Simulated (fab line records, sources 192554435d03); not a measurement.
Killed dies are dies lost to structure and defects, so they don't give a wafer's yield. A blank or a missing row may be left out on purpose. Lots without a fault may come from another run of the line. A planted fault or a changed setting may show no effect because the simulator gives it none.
fab line records | flow n5_finfet
record lots=6 wafers=18 last_day=17
route steps=1938 shown ZERO_LAYER@9 WELL_APT@20 BEOL_M4@1111 PASSIVATION@1936
lots that met no fault: from a run of the same line without faults
start_h: hours from the record's first day to the start of the lot's first wafer shown | wait_h: hours since the lot's step before | " the same as in the row above | L1.1+2: a row that stands for several wafers | - no value, or no start given | * or withheld: withheld | < > ~ a bound
route shown NAME@n: a module of which the file shows steps, and the number in the route of the first | usual: mean/standard deviation of fault-free wafers | same: alike in all rows | chamber/n: place in a boat | sites: the reading at each site | _std_site: their standard deviation | _edge_site: outer sites' mean less inner sites' | radius_mm: how far each site lies from the wafer's centre | mask NAME#n: copy n | behind: the tool/chamber that last shaped the wafer | hold: why the lot was held/for how many hours/how that ended | device: the transistor (n, p or np) that didn't switch | end of line: the same wafers' tests at the end of the route | a step without rows: its recipe alone | killed: dies lost to structure and defects at the first sort, not the wafer's yield | map: a wafer's dies, x killed, . not, _ none there
set.NAME: the setting as run; set.NAME@STEP: as run at that earlier step | model.NAME: the simulator's own value behind a step, which no gauge read
lots at some steps of the route; a table a step, a row a wafer
services: from which hour (start_h, from the record's first day; less than 0 if before it) a tool's chamber was out of use, for how many hours, and why
## steps
# step N5_ZERO_LAYER_EXPOSE_08
# recipe mask_id=ZERO na=0.55 source_shape=conventional sigma_outer=0.8 polarization=unpolarized defocus_nm=0 target_cd_nm=2000 dose_mj=16.2
# step N5_ZERO_LAYER_PEB_09
# recipe peb_temp_c=withheld peb_time_s=*
# step N5_ZERO_LAYER_DEVELOP_10
# recipe develop_time_s=60 rinse_liquid=diw dry=air_spin dev_temp_c=21
# step N5_ZERO_LAYER_HARDBAKE_23
# recipe temp_c=130 time_s=120
# step N5_ZERO_LAYER_CD_MEAS_11
# recipe target_cd_nm=2000 landing_energy_ev=500 detector=se_inlens
# usual cd_nm=2000.7/2.2
# columns lot.wafer tool chamber start_h wait_h cd_nm
L599.1 cd_sem-02 0 18.66 - 2000.9
L599.2 " 0 " " 2002.7
L599.4 " 0 " " 2004.7
L606.1 cd_sem-02 0 60.78 - 2002.1
L606.3 " 0 " " 2003.7
L606.4 " 0 " " 2001.6
L613.1 cd_sem-01 0 102.77 - 2002.4
L613.3 " 0 " " 2002.5
L613.6 " 0 " " 2001.8
L616.1 cd_sem-02 0 120.64 - 1997.7
L616.5 " 0 " " 1996.8
L616.6 " 0 " " 1995.5
L619.2 cd_sem-03 0 138.64 - 1999.3
L619.5 " 0 " " 1998.2
L619.6 " 0 " " 2001.4
L620.2 cd_sem-02 0 144.64 - 1996.7
L620.5 " 0 " " 1997.2
L620.6 " 0 " " 1998.9
# step N5_ZERO_LAYER_DESCUM_16
# recipe chemistry=O2 time_s=7.9 source_power_w=50 bias_power_w=20 pressure_mtorr=20 rf_frequency_hz=2.712e+07 temp_c=40 o2_flow_sccm=225
# usual drypump_motor_current_A=5.5/0.42 oes_product_au=0.75/0.081 rf_vpp_V=243.2/1.5 showerhead_plenum_p_Torr=2.10/0.083 throttle_valve_pct=20.55/0.27
# columns lot.wafer tool chamber start_h wait_h drypump_motor_current_A oes_product_au rf_hours_counter_h rf_vpp_V showerhead_plenum_p_Torr throttle_valve_pct
L599.1 rie_diel-06 1 18.70 0.0 5.8 0.69 226 242.4 2.09 20.67
L599.2 " 0 " " 4.8 0.78 144 240.7 2.01 20.57
L599.4 " 3 " " 4.8 0.74 161 244.0 2.18 20.45
L606.1 rie_diel-04 0 60.82 0.0 5.6 0.67 258 244.1 2.14 20.42
L606.3 " 3 " " 5.8 0.75 168 244.1 2.20 21.09
L606.4 " 3 " " 5.8 0.76 - 244.9 2.20 21.07
L613.1 rie_diel-06 3 103.16 0.4 4.8 0.71 188 243.5 2.17 20.49
L613.3 " 0 " " 4.8 0.76 171 240.9 2.00 20.61
L613.6 " 3 " " 4.8 0.71 - 244.4 2.17 20.48
L616.1 rie_diel-04 2 120.68 0.0 5.3 0.91 20 244.8 2.15 20.11
L616.5 " 2 " " 5.2 0.91 - 243.5 2.15 20.12
L616.6 " 3 " " 5.9 0.74 - 242.9 2.19 21.11
L619.2 rie_diel-02 3 139.46 0.8 5.9 0.72 235 244.3 2.16 20.80
L619.5 " 1 " " 6.0 0.69 - 240.3 2.00 20.35
L619.6 " 2 " " 5.5 0.71 - 245.2 2.18 20.69
L620.2 rie_diel-04 0 144.68 0.0 5.6 0.95 14 243.9 2.13 20.04
L620.5 " 3 " " 5.8 0.73 - 243.7 2.19 21.10
L620.6 " 2 " " 5.2 0.88 - 241.9 2.15 20.15
# step N5_ZERO_LAYER_ETCH_17
# recipe chemistry=CF4 target=SiO2 target_depth_a=120 time_s=13.3 ion_energy_ev=350 pressure_mtorr=40 source_w=450 bias_w=215 Ar_flow_sccm=100 cf4_flow_sccm=100
# usual drypump_motor_current_A=5.5/0.42 oes_product_au=0.75/0.083 rf_vpp_V=949/4.9 showerhead_plenum_p_Torr=2.14/0.078 throttle_valve_pct=15.73/0.26
# columns lot.wafer tool chamber start_h wait_h drypump_motor_current_A oes_product_au rf_hours_counter_h rf_vpp_V showerhead_plenum_p_Torr throttle_valve_pct
L599.1 rie_diel-06 1 18.73 0.0 5.8 0.70 226 947 2.12 15.86
L599.2 " 0 " " 4.8 0.79 144 944 2.06 15.81
L599.4 " 3 " " 4.8 0.75 161 955 2.22 15.59
L606.1 rie_diel-04 0 60.86 0.0 5.6 0.69 258 952 2.19 15.76
L606.3 " 3 " " 5.9 0.74 168 953 2.22 16.07
L606.4 " 3 " " 5.8 0.74 - 955 2.22 16.08
L613.1 rie_diel-06 3 103.20 0.0 4.8 0.74 188 953 2.21 15.66
L613.3 " 0 " " 4.8 0.76 171 944 2.05 15.86
L613.6 " 3 " " 4.8 0.73 - 953 2.21 15.67
L616.1 rie_diel-04 2 120.71 0.0 5.2 0.92 20 952 2.18 15.23
L616.5 " 2 " " 5.2 0.91 - 951 2.18 15.24
L616.6 " 3 " " 5.8 0.73 - 953 2.22 16.12
L619.2 rie_diel-02 3 139.50 0.0 5.9 0.70 235 952 2.19 15.94
L619.5 " 1 " " 6.0 0.69 - 942 2.03 15.55
L619.6 " 2 " " 5.5 0.72 - 952 2.23 15.96
L620.2 rie_diel-04 0 144.71 0.0 5.6 0.96 14 951 2.18 15.30
L620.5 " 3 " " 5.9 0.71 - 953 2.21 16.15
L620.6 " 2 " " 5.2 0.89 - 950 2.18 15.25
# step N5_ZERO_LAYER_ETCH_18
# recipe chemistry=HBr/Cl2 target=Si target_depth_a=1200 time_s=40 pressure_mtorr=10 icp_w=800 bias_w=75 HBr_flow_sccm=150 Cl2_flow_sccm=80
# usual drypump_motor_current_A=5.7/0.47 oes_product_au=0.994/0.019 throttle_valve_pct=36.3/0.42
# columns lot.wafer tool chamber start_h wait_h drypump_motor_current_A oes_product_au rf_hours_counter_h throttle_valve_pct
L599.1 rie_si-04 1 18.80 0.0 5.1 1.013 9 37.2
L599.2 " 3 " " 5.7 0.974 45 35.8
L599.4 " 2 " " 6.1 0.974 90 36.9
L606.1 rie_si-03 1 60.93 0.0 5.3 0.988 66 36.1
L606.3 " 2 " " 5.2 1.012 37 36.3
L606.4 " 0 " " 5.7 1.026 30 36.3
L613.1 rie_si-04 2 103.27 0.0 6.1 0.971 92 36.9
L613.3 " 1 " " 5.1 0.999 10 37.2
L613.6 " 3 " " 5.7 0.973 - 35.8
L616.1 rie_si-05 3 120.79 0.0 6.7 0.992 21 36.7
L616.5 " 2 " " 5.4 0.972 - 35.8
L616.6 " 3 " " 6.8 0.986 - 36.7
L619.2 rie_si-03 1 139.57 0.0 5.2 0.993 67 36.1
L619.5 " 2 " " 5.2 1.002 - 36.3
L619.6 " 1 " " 5.3 0.987 - 36.1
L620.2 rie_si-03 0 144.79 0.0 5.7 1.022 31 36.3
L620.5 " 3 " " 5.3 1.006 - 36.4
L620.6 " 0 " " 5.7 1.013 - 36.3
# step N5_ZERO_LAYER_STRIP_24
# recipe chemistry=O2 power_w=1000 temp_c=250 overash_fraction=0.3 pressure_mtorr=1000 o2_flow_sccm=6750
# usual drypump_motor_current_A=6.2/0.42 heater_power_w=338/30 oes_product_au=0.646/0.0043 strip_time_to_endpoint_s=43.83/0.1
# columns lot.wafer tool chamber start_h wait_h drypump_motor_current_A heater_power_w oes_product_au rf_hours_counter_h strip_time_to_endpoint_s
L599.1 plasma_asher-02 0 18.95 0.1 6.6 349 0.643 32 43.91
L599.2 " 1 " " 5.5 376 0.651 32 44.04
L599.4 " 1 " " 5.5 373 0.640 - 43.95
L606.1 plasma_asher-02 1 61.03 0.1 5.5 361 0.647 39 43.91
L606.3 " 0 " " 6.5 353 0.639 - 43.94
L606.4 " 1 " " 5.5 366 0.650 - 43.82
L613.1 plasma_asher-01 0 103.37 0.1 6.3 336 0.650 90 43.72
L613.3 " 0 " " 6.3 342 0.653 - 43.81
L613.6 " 0 " " 6.3 328 0.642 - 43.81
L616.1 plasma_asher-02 1 120.89 0.1 5.5 370 0.644 52 43.96
L616.5 " 0 " " 6.5 354 0.648 - 44.03
L616.6 " 1 " " 5.5 364 0.648 - 43.93
L619.2 plasma_asher-01 1 139.67 0.1 6.4 293 0.644 98 43.85
L619.5 " 0 " " 6.3 328 0.648 - 43.94
L619.6 " 1 " " 6.3 285 0.646 - 43.89
L620.2 plasma_asher-02 1 144.89 0.1 5.5 379 0.646 56 43.76
L620.5 " 1 " " 5.5 361 0.642 - 43.89
L620.6 " 0 " " 6.5 344 0.640 - 43.76
# step N5_ZERO_LAYER_STRIP_19
# recipe chemistry=SPM time_s=900 temp_c=130 h2so4_h2o2_vol_ratio=4 dry=ipa_marangoni
# step N5_ZERO_LAYER_INSPECT_20
# recipe inspect_instrument=darkfield mode=post_clean
# usual raw_defect_count=42/20
# columns lot.wafer tool chamber start_h wait_h raw_defect_count
L599.1 defect_inspect-02 - 19.33 0.0 79
L599.2 " - " " 62
L599.4 " - " " 64
L606.1 defect_inspect-02 - 61.39 0.0 75
L606.3 " - " " 64
L606.4 " - " " 54
L613.1 defect_inspect-01 - 103.73 0.0 82
L613.3 " - " " 82
L613.6 " - " " 29
L616.1 defect_inspect-01 - 121.26 0.0 20
L616.5 " - " " 15
L616.6 " - " " 25
L619.2 defect_inspect-02 - 140.04 0.0 39
L619.5 " - " " 56
L619.6 " - " " 53
L620.2 defect_inspect-02 - 145.25 0.0 99
L620.5 " - " " 46
L620.6 " - " " 36
# step N5_WELL_APT_HMDS_01
# recipe time_s=60 temp_c=120
# step N5_WELL_APT_COAT_02
# recipe spin_rpm=1357 resist_thk_nm=950
# usual chill_plate_temp_C=23.00/0.1 resist_line_temp_C=22.97/0.12 spin_speed_rpm=1357.0/0.83
# columns lot.wafer tool chamber start_h wait_h chill_plate_temp_C resist_line_temp_C spin_speed_rpm model.coat_of_WELL_APT_COAT_02.thk_nm
L599.1 litho_track-01 0 19.37 - 23.19 23.19 1358.3 948.1
L599.2 " 0 " " 23.08 23.19 1355.6 948.6
L599.4 " 0 " " 23.17 22.95 1357.1 949.5
L606.1 litho_track-05 0 61.43 - 23.04 22.86 1358.5 948.2
L606.3 " 0 " " 23.06 22.84 1356.6 952
L606.4 " 0 " " 22.87 22.80 1356.9 949.7
L613.1 litho_track-01 0 103.77 - 22.99 22.98 1558.1 888.9
L613.3 " 0 " " 22.78 22.89 1557.5 890
L613.6 " 0 " " 23.02 22.87 1557.1 888.5
L616.1 litho_track-01 0 121.29 - 22.99 23.00 1556.8 884.7
L616.5 " 0 " " 23.19 22.97 1557.0 881.3
L616.6 " 0 " " 23.18 22.93 1557.0 884.9
L619.2 litho_track-03 0 140.07 - 23.00 22.85 1357.5 948.3
L619.5 " 0 " " 22.84 22.95 1357.7 947.2
L619.6 " 0 " " 22.92 22.98 1357.1 948
L620.2 litho_track-05 0 145.29 - 23.17 23.18 1355.8 950.2
L620.5 " 0 " " 23.06 23.10 1357.3 951.1
L620.6 " 0 " " 23.06 23.13 1356.2 949.2
# step N5_WELL_APT_EBR_04
# recipe solvent=PGMEA ebr_width_mm=1.5
# step N5_WELL_APT_SOFTBAKE_03
# recipe temp_c=130 time_s=60
# step N5_WELL_APT_EXPOSE_05
# recipe mask_id=NWELL na=0.8 source_shape=conventional sigma_outer=0.8 polarization=unpolarized defocus_nm=0 target_cd_nm=200 dose_mj=20.3
# step N5_WELL_APT_PEB_06
# recipe peb_temp_c=130 peb_time_s=90
# step N5_WELL_APT_DEVELOP_07
# recipe develop_time_s=45 rinse_liquid=surfactant_rinse dry=air_spin dev_temp_c=21
# step N5_WELL_APT_HARDBAKE_12
# recipe temp_c=130 time_s=120
# step N5_WELL_APT_CD_MEAS_08
# recipe target_cd_nm=200 landing_energy_ev=500 detector=se_inlens
# usual cd_nm=200.3/1.7
# columns lot.wafer tool chamber start_h wait_h cd_nm
L599.1 cd_sem-02 0 19.76 - 197.6
L599.2 " 0 " " 200.5
L599.4 " 0 " " 197.7
L606.1 cd_sem-01 0 61.70 - 198.5
L606.3 " 0 " " 201.1
L606.4 " 0 " " 200.9
L613.1 cd_sem-02 0 104.04 - 199.2
L613.3 " 0 " " 201.7
L613.6 " 0 " " 204.9
L616.1 cd_sem-03 0 121.69 - 201.7
L616.5 " 0 " " 201.9
L616.6 " 0 " " 203.9
L619.2 cd_sem-01 0 140.47 - 198.3
L619.5 " 0 " " 198.6
L619.6 " 0 " " 199.9
L620.2 cd_sem-03 0 145.56 - 199.1
L620.5 " 0 " " 200.2
L620.6 " 0 " " 198.3
# step N5_WELL_APT_OVL_MEAS_09
# recipe points_per_wafer=44
# usual NWELL_OVL=-1/5.6
# columns lot.wafer tool chamber start_h wait_h NWELL_OVL[nm]
L599.1 overlay-02 0 19.79 0.0 1
L599.2 " 0 " " -1
L599.4 " 0 " " -1
L606.1 overlay-02 0 61.73 0.0 -4
L606.3 " 0 " " -8
L606.4 " 0 " " -3
L613.1 overlay-01 0 104.07 0.0 3
L613.3 " 0 " " 1
L613.6 " 0 " " 5
L616.1 overlay-01 0 121.72 0.0 -3
L616.5 " 0 " " 1
L616.6 " 0 " " -8
L619.2 overlay-01 0 140.50 0.0 3
L619.5 " 0 " " 1
L619.6 " 0 " " -6
L620.2 overlay-01 0 145.59 0.0 1
L620.5 " 0 " " 1
L620.6 " 0 " " 8
# step N5_WELL_APT_INSPECT_10
# recipe mode=adi inspect_instrument=macro
# usual raw_defect_count=2.2/1.5
# columns lot.wafer tool chamber start_h wait_h raw_defect_count
L599.1 defect_inspect-02 - 19.81 0.0 2
L599.2 " - " " 2
L599.4 " - " " 0
L606.1 defect_inspect-02 - 61.75 0.0 4
L606.3 " - " " 3
L606.4 " - " " 5
L613.1 defect_inspect-02 - 104.09 0.0 3
L613.3 " - " " 0
L613.6 " - " " 1
L616.1 defect_inspect-02 - 121.74 0.0 0
L616.5 " - " " 1
L616.6 " - " " 2
L619.2 defect_inspect-01 - 140.52 0.0 2
L619.5 " - " " 1
L619.6 " - " " 3
L620.2 defect_inspect-01 - 145.61 0.0 1
L620.5 " - " " 6
L620.6 " - " " 2
# step N5_WELL_APT_DESCUM_13
# recipe chemistry=O2 time_s=7.9 source_power_w=50 bias_power_w=20 pressure_mtorr=20 rf_frequency_hz=2.712e+07 temp_c=40 o2_flow_sccm=225
# usual drypump_motor_current_A=5.6/0.37 oes_product_au=0.77/0.063 rf_vpp_V=243.4/1.2 showerhead_plenum_p_Torr=2.11/0.065 throttle_valve_pct=20.40/0.29
# columns lot.wafer tool chamber start_h wait_h drypump_motor_current_A oes_product_au rf_hours_counter_h rf_vpp_V showerhead_plenum_p_Torr throttle_valve_pct model.coat_of_WELL_APT_COAT_02.thk_nm model.WELL_APT.cd_nm
L599.1 rie_diel-01 3 19.85 0.0 5.6 0.75 155 243.8 2.10 20.65 929.9 197.5
L599.2 " 1 " " 5.7 0.76 140 244.4 2.10 20.08 930.5 200.2
L599.4 " 2 " " 5.7 0.75 185 243.3 2.08 20.80 931.2 198.1
L606.1 rie_diel-05 1 61.79 0.0 5.6 0.78 145 244.7 2.18 20.38 930.2 198.8
L606.3 " 3 " " 6.4 0.69 210 240.8 2.00 20.52 933.9 201
L606.4 " 2 " " 5.2 0.74 175 245.9 2.17 20.66 931.7 201.2
L613.1 rie_diel-01 2 105.07 1.0 5.7 0.71 220 242.9 2.07 20.85 870.7 199.3
L613.3 " 1 " " 5.7 0.73 174 243.0 2.09 20.11 871.9 201.7
L613.6 " 1 " " 5.8 0.73 - 244.1 2.09 20.12 870.4 204.6
L616.1 rie_diel-05 1 121.77 0.0 5.6 0.75 169 244.5 2.17 20.43 866.7 201.9
L616.5 " 0 " " 5.4 0.76 - 245.4 2.16 20.70 863.2 201.9
L616.6 " 1 " " 5.7 0.75 - 242.6 2.17 20.42 866.8 204.1
L619.2 rie_diel-03 0 140.55 0.0 5.9 0.75 161 244.0 2.18 20.22 930.2 198.7
L619.5 " 1 " " 5.6 0.88 - 244.8 2.11 20.16 929.1 198.7
L619.6 " 0 " " 5.9 0.76 - 244.6 2.18 20.24 929.9 199.6
L620.2 rie_diel-05 1 145.64 0.0 5.6 0.75 177 244.3 2.16 20.44 932.2 199.2
L620.5 " 1 " " 5.6 0.75 - 243.1 2.16 20.43 933 200.4
L620.6 " 3 " " 6.5 0.67 - 240.9 1.99 20.58 931.1 -
# step N5_WELL_APT_IMPLANT_14
# recipe species=P energy_kev=160 dose_cm2=1.5e+13 tilt_deg=0 rotation_deg=0
# step N5_BEOL_M4_RC_MEAS_101
# usual DIBL_N=36.9/1.6 DIBL_P=37.1/2 IOFF_N=0.17/0.032 IOFF_P=0.22/0.036 ION_N=674/12 ION_P=463/7.8 SS_N=71.7/0.63 SS_P=73.5/0.62 VT_N=249/3.3 VT_P=-250/3.5
# columns lot.wafer tool chamber start_h wait_h DIBL_N[mV/V] DIBL_P[mV/V] IOFF_N[nA/um] IOFF_P[nA/um] ION_N[uA/um] ION_P[uA/um] SS_N[mV/dec] SS_P[mV/dec] VT_N[mV] VT_P[mV]
L599.1 prober-02 0 188.59 0.0 34.8 33.4 0.12 0.19 654 460 71.4 71.9 254 -247
L599.2 " 0 " " 37.4 36.5 0.15 0.22 661 462 72.0 72.4 253 -251
L599.4 " 0 " " 35.7 34.9 0.14 0.21 660 466 70.8 72.5 256 -247
L606.1 prober-01 0 236.56 0.0 37.3 39.2 0.18 0.24 681 466 71.1 73.2 248 -249
L606.3 " 0 " " 34.0 36.7 0.14 0.20 681 477 70.9 72.6 249 -250
L606.4 " 0 " " 33.2 35.5 0.12 0.18 654 452 70.6 72.2 254 -253
L613.1 prober-01 0 257.27 0.0 33.8 35.5 0.14 0.19 667 462 70.4 73.1 249 -250
L613.3 " 0 " " 37.8 39.3 0.21 0.25 686 468 71.9 74.0 244 -246
L613.6 " 0 " " 38.2 39.2 0.21 0.24 682 462 72.3 74.1 248 -248
L616.1 prober-01 0 280.04 0.0 37.0 36.8 0.18 0.27 683 479 71.4 73.8 246 -244
L616.5 " 0 " " 36.4 36.7 0.18 0.27 687 477 71.7 73.9 246 -245
L616.6 " 0 " " 38.6 37.2 0.21 0.28 686 472 72.9 74.7 245 -245
L619.2 prober-01 0 300.17 0.2 37.0 40.7 0.20 0.27 685 466 72.5 73.4 248 -246
L619.5 " 0 " " 36.9 39.2 0.18 0.25 669 465 72.6 72.9 247 -247
L619.6 " 0 " " 37.6 40.1 0.22 0.25 679 463 72.8 73.2 246 -247
L620.2 prober-01 0 302.28 0.2 35.2 34.0 0.14 0.24 670 467 71.5 73.5 250 -246
L620.5 " 0 " " 37.1 35.2 0.17 0.25 688 475 71.8 73.7 250 -246
L620.6 " 0 " " 37.9 35.5 0.19 0.26 680 469 72.2 73.1 246 -245
# step N5_PASSIVATION_PROBE_49
# usual defect_limited_yield=90.9/1.6 killed_at_M0_to_M3=34/11 killed_at_M4_up=14/5.7 killed_at_contacts=13/6.5 killed_at_front_end=43/11 killed_at_other=4/3.1 killed_dies=107/19 killed_open=71/14 killed_short=35/7.9 sort_bin_5_function=5.3/1.1 sort_bin_6_memory=3.4/0.74 sort_n_pass=1073/19 sort_yield_pct=90.9/1.6
# same gross_dies=1180 killed_at_back_side=0 sort_bin_4_leakage[%]=0 sort_bin_8_speed[%]=0
# columns lot.wafer tool chamber start_h wait_h defect_limited_yield[%] killed_at_M0_to_M3 killed_at_M4_up killed_at_contacts killed_at_front_end killed_at_other killed_dies killed_open killed_short sort_bin_5_function[%] sort_bin_6_memory[%] sort_n_pass sort_yield_pct[%]
L613.1 prober-02 - 357.14 0.0 90.3 45 23 7 35 5 115 85 30 6.3 3.3 1065 90.3
L613.3 prober-02 - 357.24 0.1 91.7 30 23 18 24 3 98 66 30 4.2 3.7 1082 91.7
L613.6 prober-02 - 357.39 0.3 90.0 42 29 9 36 2 118 90 27 6.3 3.6 1062 90.0
L616.1 prober-02 - 370.52 0.0 94.8 23 12 9 16 1 61 37 23 2.7 1.9 1119 94.8
L616.5 prober-02 - 370.72 0.2 92.7 32 19 5 30 0 86 56 28 5.0 2.2 1094 92.7
L616.6 prober-02 - 370.77 0.3 92.5 35 9 14 30 1 89 66 23 3.7 3.6 1091 92.5
L619.2 prober-01 - 407.10 0.1 90.9 36 10 5 51 5 107 64 39 5.5 3.2 1073 90.9
L619.5 prober-01 - 407.25 0.2 92.0 21 18 7 43 5 94 52 38 4.0 3.6 1086 92.0
L619.6 prober-01 - 407.30 0.3 92.0 27 5 7 48 7 94 58 30 5.1 2.6 1086 92.0
L620.2 prober-02 - 407.42 0.1 92.9 35 11 4 28 6 84 60 24 3.8 3.1 1096 92.9
L620.5 prober-02 - 407.57 0.2 91.5 35 18 11 33 3 100 74 23 5.3 3.1 1080 91.5
L620.6 prober-02 - 407.62 0.3 92.5 16 8 18 39 8 89 65 24 4.1 3.3 1091 92.5
# killed by level:class
L613.1 BEOL_M4:geometric_particle:open=16 BEOL_M3:geometric_particle:open=15 DUMMY_GATE:geometric_particle:open=8 BEOL_M1:geometric_particle:open=8 FIN_SAQP:geometric_particle:short=7 MOL_CONTACT_COAG:geometric_particle:open=6 BEOL_M0_SAQP:geometric_particle:open=6 BEOL_M2:geometric_particle:open=6
L613.3 MOL_CONTACT_COAG:geometric_particle:open=14 BEOL_M4:geometric_particle:open=6 FIN_SAQP:geometric_particle:open=5 BEOL_M0_SAQP:geometric_particle:open=5 BEOL_M3:geometric_particle:open=5 MOL_CONTACT_COAG:geometric_particle:short=4 BEOL_M0_SAQP:geometric_particle:short=4 BEOL_M1:geometric_particle:short=4
L613.6 BEOL_M4:geometric_particle:open=19 FIN_SAQP:geometric_particle:open=12 BEOL_M3:geometric_particle:open=10 BEOL_M1:geometric_particle:open=9 MOL_CONTACT_COAG:geometric_particle:open=7 BEOL_M0_SAQP:geometric_particle:short=6 DUMMY_GATE:geometric_particle:open=5 BEOL_M0_SAQP:geometric_particle:open=5
L616.1 BEOL_M0_SAQP:geometric_particle:short=7 MOL_CONTACT_COAG:geometric_particle:open=7 STI_FIN_REVEAL:geometric_particle:open=6 BEOL_M0_SAQP:geometric_particle:open=6 BEOL_M2:geometric_particle:open=3 BEOL_M4:geometric_particle:short=3 BEOL_M4:geometric_particle:open=3 STI_FIN_REVEAL:geometric_particle:short=2
L616.5 BEOL_M0_SAQP:geometric_particle:open=11 BEOL_M0_SAQP:geometric_particle:short=9 STI_FIN_REVEAL:geometric_particle:open=8 BEOL_M4:geometric_particle:open=7 STARTING-WAFER:geometric_particle:open=6 BEOL_M11:geometric_particle:open=4 DUMMY_GATE:geometric_particle:open=3 MOL_CONTACT_COAG:geometric_particle:open=3
L616.6 MOL_CONTACT_COAG:geometric_particle:open=14 STI_FIN_REVEAL:geometric_particle:open=13 BEOL_M0_SAQP:geometric_particle:short=10 BEOL_M0_SAQP:geometric_particle:open=8 BEOL_M3:geometric_particle:open=7 BEOL_M2:geometric_particle:open=5 DUMMY_GATE:geometric_particle:open=4 STI_FIN_REVEAL:geometric_particle:short=3
L619.2 BEOL_M0_SAQP:geometric_particle:open=10 BEOL_M0_SAQP:geometric_particle:short=9 FIN_SAQP:geometric_particle:short=8 BEOL_M3:geometric_particle:open=7 FIN_SAQP:geometric_particle:open=6 STI_FIN_REVEAL:geometric_particle:open=6 ILD0:geometric_particle:open=6 GATE_CUT:geometric_particle:open=6
L619.5 GATE_CUT:geometric_particle:open=10 STI_FIN_REVEAL:geometric_particle:open=8 MOL_CONTACT_COAG:geometric_particle:open=7 GATE_CUT:geometric_particle:short=6 BEOL_M0_SAQP:geometric_particle:short=5 BEOL_M5:geometric_particle:open=5 FIN_SAQP:geometric_particle:short=4 BEOL_M0_SAQP:geometric_particle:open=4
L619.6 STI_FIN_REVEAL:geometric_particle:open=16 BEOL_M0_SAQP:geometric_particle:open=8 FIN_SAQP:geometric_particle:short=6 MOL_CONTACT_COAG:geometric_particle:open=5 BEOL_M0_SAQP:geometric_particle:short=5 GATE_CUT:geometric_particle:short=4 GATE_CUT:geometric_particle:open=4 BEOL_M1:geometric_particle:open=4
L620.2 STI_FIN_REVEAL:geometric_particle:open=8 BEOL_M1:geometric_particle:open=8 FIN_SAQP:geometric_particle:open=6 BEOL_M2:geometric_particle:open=6 BEOL_M3:geometric_particle:open=6 FIN_SAQP:geometric_particle:short=5 BEOL_M0_SAQP:geometric_particle:open=5 BEOL_M4:geometric_particle:open=5
L620.5 BEOL_M2:geometric_particle:open=18 FIN_SAQP:geometric_particle:short=9 MOL_CONTACT_COAG:geometric_particle:open=9 FIN_SAQP:geometric_particle:open=7 BEOL_M4:geometric_particle:open=7 STI_FIN_REVEAL:geometric_particle:open=7 BEOL_M3:geometric_particle:open=5 BEOL_M0_SAQP:geometric_particle:open=4
L620.6 MOL_CONTACT_COAG:geometric_particle:open=17 FIN_SAQP:geometric_particle:open=8 STI_FIN_REVEAL:geometric_particle:open=7 DUMMY_GATE:geometric_particle:open=7 FIN_SAQP:geometric_particle:short=5 BEOL_M3:geometric_particle:open=4 BEOL_M0_SAQP:geometric_particle:short=3 PASS1_CAP:geometric_particle:short=3
## services
# columns tool chamber start_h hours kind
rie_si-03 - -3.24 14.6 pm
rie_diel-06 1 1.68 2.7 repair
rie_diel-02 1 5.33 5.1 repair
plasma_asher-01 - 6.04 11.7 repair
rie_diel-03 0 9.42 4.5 repair
rie_diel-04 0 29.21 6.5 repair
rie_diel-04 2 35.87 - clean
rie_diel-04 2 35.87 - consumable_replace:focus_ring
rie_diel-05 0 36.82 12.6 repair
rie_si-05 3 39.10 9.8 repair
rie_diel-06 1 42.30 6.0 repair
rie_diel-02 - 48.94 4.0 pm
rie_diel-02 - 56.17 2.8 pm
rie_diel-01 - 64.71 1.3 repair
rie_diel-02 - 73.53 0.7 repair
rie_diel-06 2 81.75 4.3 repair
rie_si-04 3 91.36 4.4 repair
rie_diel-03 - 93.58 15.6 pm
rie_diel-04 0 102.72 19.0 repair
rie_si-03 0 122.99 1.0 repair
rie_si-05 0 124.46 6.2 repair
rie_diel-03 - 128.92 2.1 repair
rie_diel-05 2 141.89 14.4 repair
rie_si-04 - 145.62 2.8 pm
## key
first_sign step=N5_WELL_APT_COAT_02 reading=spin_speed_rpm direction=up sigmas=99+ usual=* struck=*
effect none on later readings
model_effect step=N5_WELL_APT_COAT_02 value=coat_of_WELL_APT_COAT_02.thk_nm without=949.4 struck=886.4
model_effect step=N5_WELL_APT_DESCUM_13 value=coat_of_WELL_APT_COAT_02.thk_nm without=931.3 struck=868.3
met_at N5_WELL_APT_COAT_02
struck_wafers L613.1,L613.3,L613.6,L616.1,L616.5,L616.6
onset_between 19.37 103.77
fault kind=process_parameter_drift tool=litho_track-01 chamber=- onset_h=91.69 steps=N5_WELL_APT_COAT_02 channel=spin_rpm offset=* shape=step end_h=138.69 acts_in=* stated=*
